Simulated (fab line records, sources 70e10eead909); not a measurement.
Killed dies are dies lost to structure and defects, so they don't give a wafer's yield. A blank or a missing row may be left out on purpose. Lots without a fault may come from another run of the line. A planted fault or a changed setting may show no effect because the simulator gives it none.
fab line records | flow nand_harc | part 2 of 2: steps 33 to 44 of 44
record lots=5 wafers=15 last_day=33
route steps=1302 shown A_DECK1_JOINT@531 A_ONON_D2@545 A_CHANNEL_HOLE_D2@570
lots that met no fault: from a run of the same line without faults
start_h: hours from the record's first day to the start of the lot's first wafer shown | wait_h: hours since the lot's step before | " the same as in the row above | L1.1+2: a row that stands for several wafers | - no value, or no start given | * or withheld: withheld | < > ~ a bound
route shown NAME@n: a module of which the file shows steps, and the number in the route of the first | usual: mean/standard deviation of fault-free wafers | same: alike in all rows | chamber/n: place in a boat | sites: the reading at each site | _std_site: their standard deviation | _edge_site: outer sites' mean less inner sites' | radius_mm: how far each site lies from the wafer's centre | mask NAME#n: copy n | behind: the tool/chamber that last shaped the wafer | hold: why the lot was held/for how many hours/how that ended | device: the transistor (n, p or np) that didn't switch | end of line: the same wafers' tests at the end of the route | a step without rows: its recipe alone | killed: dies lost to structure and defects at the first sort, not the wafer's yield | map: a wafer's dies, x killed, . not, _ none there
set.NAME: the setting as run; set.NAME@STEP: as run at that earlier step | model.NAME: the simulator's own value behind a step, which no gauge read
lots at some steps of the route; a table a step, a row a wafer
services: from which hour (start_h, from the record's first day; less than 0 if before it) a tool's chamber was out of use, for how many hours, and why
## steps
# step NHARC_A_ONON_D2_DEP_28
# recipe target_thk_a=10000 n2_flow_sccm=2750 n2o_flow_sccm=2000 nh3_flow_sccm=500 sih4_flow_sccm=210 temp_c=400
# columns lot.wafer tool chamber start_h wait_h
L074.2+3+6 pecvd_onon-03 0 286.34 0.1
L082.1+2+6 pecvd_onon-03 0 352.37 0.1
L094.2+3+6 pecvd_onon-03 0 477.54 0.1
L092.3+4+6 pecvd_onon-02 0 477.61 0.2
L095.1+3+4 pecvd_onon-01 0 498.87 0.1
# step NHARC_A_ONON_D2_THK_MEAS_30
# recipe thk_meas_gauge=ellipsometry
# usual thk_nm=1001/8
# columns lot.wafer tool chamber start_h wait_h thk_nm
L074.2 film_metro-02 - 286.79 - 1002
L074.3 " - " " 1004
L074.6 " - " " 1004
L082.1 film_metro-01 - 352.88 - 998
L082.2 " - " " 999
L082.6 " - " " 1000
L094.2 film_metro-01 - 477.99 - 1000
L094.3 " - " " 1000
L094.6 " - " " 999
L092.3 film_metro-02 - 478.00 - 1007
L092.4 " - " " 1008
L092.6 " - " " 1007
L095.1 film_metro-02 - 499.38 - 994
L095.3 " - " " 995
L095.4 " - " " 993
# step NHARC_A_ONON_D2_DEP_33
# recipe target_thk_a=2000 temp_c=400 pressure_torr=6.5 rf_w=900 teos_flow_sccm=161.4 flow_sccm=2650 target_thk_nm=200 gas=O2 material=SiO2
# usual heater_power_outer_w=288/69 heater_power_w=544/120 showerhead_vpp_V=1809/98 throttle_valve_pct=16.2/0.41
# columns lot.wafer tool chamber start_h wait_h heater_power_outer_w heater_power_w showerhead_vpp_V throttle_valve_pct
L074.3 pecvd-01 1 287.23 0.4 307 604 1806 15.9
L074.2 " 2 " " 165 351 1871 15.9
L074.6 " 1 " " 308 583 1801 15.8
L082.2 pecvd-04 0 352.94 0.1 370 597 1878 15.6
L082.1 " 1 " " 362 683 1611 16.2
L082.6 " 0 " " 384 611 1889 15.5
L094.3 pecvd-01 2 478.04 0.1 192 395 1845 16.2
L094.2 " 0 " " 385 712 1921 17.0
L094.6 " 1 " " 277 538 1792 16.2
L092.3 pecvd-04 1 478.15 0.1 349 648 1620 16.4
L092.4 " 0 " " 268 468 1900 15.2
L092.6 " 1 " " 349 676 1610 16.4
L095.3 pecvd-03 0 499.44 0.1 188 360 1761 16.1
L095.1 " 1 " " 320 583 1861 16.5
L095.4 " 2 " " 324 658 1711 16.4
# step NHARC_A_ONON_D2_THK_MEAS_34
# recipe thk_meas_gauge=ellipsometry
# usual thk_nm=199.1/2.5
# columns lot.wafer tool chamber start_h wait_h thk_nm
L074.2 film_metro-02 - 287.61 - 194.3
L074.3 " - " " 196.0
L074.6 " - " " 200.4
L082.1 film_metro-02 - 353.35 - 196.0
L082.2 " - " " 198.1
L082.6 " - " " 199.9
L094.2 film_metro-01 - 478.46 - 199.4
L094.3 " - " " 195.7
L094.6 " - " " 199.0
L092.3 film_metro-02 - 478.47 - 197.0
L092.4 " - " " 200.1
L092.6 " - " " 202.8
L095.1 film_metro-01 - 499.85 - 199.0
L095.3 " - " " 200.2
L095.4 " - " " 199.1
# step NHARC_A_ONON_D2_INSPECT_32
# usual raw_defect_count=375/120
# columns lot.wafer tool chamber start_h wait_h raw_defect_count
L074.2 defect_inspect-02 - 287.69 0.0 270
L074.3 " - " " 319
L074.6 " - " " 361
L082.1 defect_inspect-02 - 353.44 0.0 373
L082.2 " - " " 381
L082.6 " - " " 258
L094.2 defect_inspect-01 - 478.55 0.0 644
L094.3 " - " " 437
L094.6 " - " " 413
L092.3 defect_inspect-02 - 478.56 0.0 664
L092.4 " - " " 349
L092.6 " - " " 247
L095.1 defect_inspect-01 - 499.93 0.0 168
L095.3 " - " " 210
L095.4 " - " " 214
# step NHARC_A_CHANNEL_HOLE_D2_DEP_00
# recipe target_thk_a=31000 temp_c=400 material=aC
# usual throttle_valve_pct=34.999/0.0092
# columns lot.wafer tool chamber start_h wait_h throttle_valve_pct
L074.2 acl_dep-01 0 289.05 1.4 34.994
L074.3 " 0 " " 35.003
L074.6 " 0 " " 34.989
L082.1 acl_dep-03 0 356.29 2.9 34.990
L082.2 " 0 " " 35.011
L082.6 " 0 357.86 4.4 35.018
L094.2 acl_dep-01 0 482.14 3.6 34.997
L094.3 " 0 " " 35.009
L094.6 " 0 " " 34.990
L092.3 acl_dep-02 0 482.59 4.0 34.997
L092.4 " 0 " " 34.997
L092.6 " 0 " " 35.002
L095.1 acl_dep-02 0 503.80 3.9 34.991
L095.3 " 0 " " 34.986
L095.4 " 0 " " 34.989
# step NHARC_A_CHANNEL_HOLE_D2_DEP_01
# recipe target_thk_a=1400 target_thk_nm=140 temp_c=400 pressure_torr=3.5 flow_sccm=200 rf_w=350 material=SiON
# usual heater_power_outer_w=448/60 heater_power_w=742/98 showerhead_vpp_V=1129/74
# columns lot.wafer tool chamber start_h wait_h heater_power_outer_w heater_power_w showerhead_vpp_V
L074.2 pecvd-03 2 290.68 1.3 476 836 1093
L074.3 " 1 " " 457 768 1159
L074.6 " 0 " " 321 534 1101
L082.2 pecvd-04 1 358.23 1.3 441 797 1038
L082.1 " 2 " " 457 767 1233
L082.6 " 0 " " 471 739 1171
L094.3 pecvd-02 2 483.78 1.0 387 650 1120
L094.2 " 0 " " 362 573 1198
L094.6 " 0 " " 370 580 1189
L092.3 pecvd-03 0 483.90 1.0 300 546 1089
L092.4 " 0 " " 320 555 1091
L092.6 " 1 " " 462 760 1165
L095.1 pecvd-04 0 505.73 1.6 501 771 1184
L095.3 " 1 " " 521 853 1018
L095.4 " 1 " " 528 873 1004
# step NHARC_A_CHANNEL_HOLE_D2_DEHYDRATE_02
# recipe temp_c=150 time_s=120
# same time_s=120
# columns lot.wafer tool chamber start_h wait_h
L074.2+3+6 litho_track-01 0 290.95 0.2
L082.1+2+6 litho_track-04 0 358.47 0.2
L094.2+3+6 litho_track-06 0 484.02 0.2
L092.3+4+6 litho_track-01 0 484.17 0.2
L095.1+3+4 litho_track-06 0 506.00 0.2
# step NHARC_A_CHANNEL_HOLE_D2_HMDS_03
# recipe time_s=30
# same time_s=30
# columns lot.wafer tool chamber start_h wait_h
L074.2+3+6 litho_track-01 0 - -
L082.1+2+6 litho_track-04 0 - -
L094.2+3+6 litho_track-06 0 - -
L092.3+4+6 litho_track-01 0 - -
L095.1+3+4 litho_track-06 0 - -
# step NHARC_A_CHANNEL_HOLE_D2_COAT_36
# recipe temp_c=260 time_s=75
# same time_s=75
# columns lot.wafer tool chamber start_h wait_h
L074.2+3+6 litho_track-01 0 - -
L082.1+2+6 litho_track-04 0 - -
L094.2+3+6 litho_track-06 0 - -
L092.3+4+6 litho_track-01 0 - -
L095.1+3+4 litho_track-06 0 - -
# step NHARC_A_CHANNEL_HOLE_D2_COAT_37
# recipe temp_c=225 time_s=65
# same time_s=65
# columns lot.wafer tool chamber start_h wait_h
L074.2+3+6 litho_track-01 0 - -
L082.1+2+6 litho_track-04 0 - -
L094.2+3+6 litho_track-06 0 - -
L092.3+4+6 litho_track-01 0 - -
L095.1+3+4 litho_track-06 0 - -
# step NHARC_A_CHANNEL_HOLE_D2_COAT_04
# recipe spin_rpm=1500 resist_thk_nm=90
# columns lot.wafer tool chamber start_h wait_h
L074.2+3+6 litho_track-01 0 - -
L082.1+2+6 litho_track-04 0 - -
L094.2+3+6 litho_track-06 0 - -
L092.3+4+6 litho_track-01 0 - -
L095.1+3+4 litho_track-06 0 - -
## services
# columns tool chamber start_h hours kind
pecvd_onon-03 - 227.35 13.0 pm
pecvd-02 - 227.49 13.0 pm
fcvd-02 - 269.00 13.0 pm
pecvd_onon-01 - 269.00 13.0 pm
pecvd-04 - 276.10 13.0 pm
pecvd-04 - 302.30 1.9 repair
pecvd-04 - 315.63 1.8 repair
litho_track-01 - 330.00 7.0 pm
pecvd-04 - 337.61 0.6 repair
litho_track-06 - 354.00 7.0 pm
pecvd_onon-02 - 366.00 13.0 pm
fcvd-01 - 366.25 13.0 pm
pecvd-04 - 371.44 1.2 repair
lpcvd-01 - 372.40 0.3 repair
litho_track-04 - 378.00 7.0 pm
wet_bench-03 - 386.40 8.0 pm
pecvd_onon-03 - 408.35 13.0 pm
pecvd-02 - 409.01 13.0 pm
pecvd_onon-03 - 434.40 10.0 repair
fcvd-02 - 450.00 13.0 pm
pecvd_onon-01 - 450.00 13.0 pm
pecvd-04 - 457.10 13.0 pm
furnace-08 - 476.00 26.0 pm
litho_track-01 - 505.00 7.0 pm
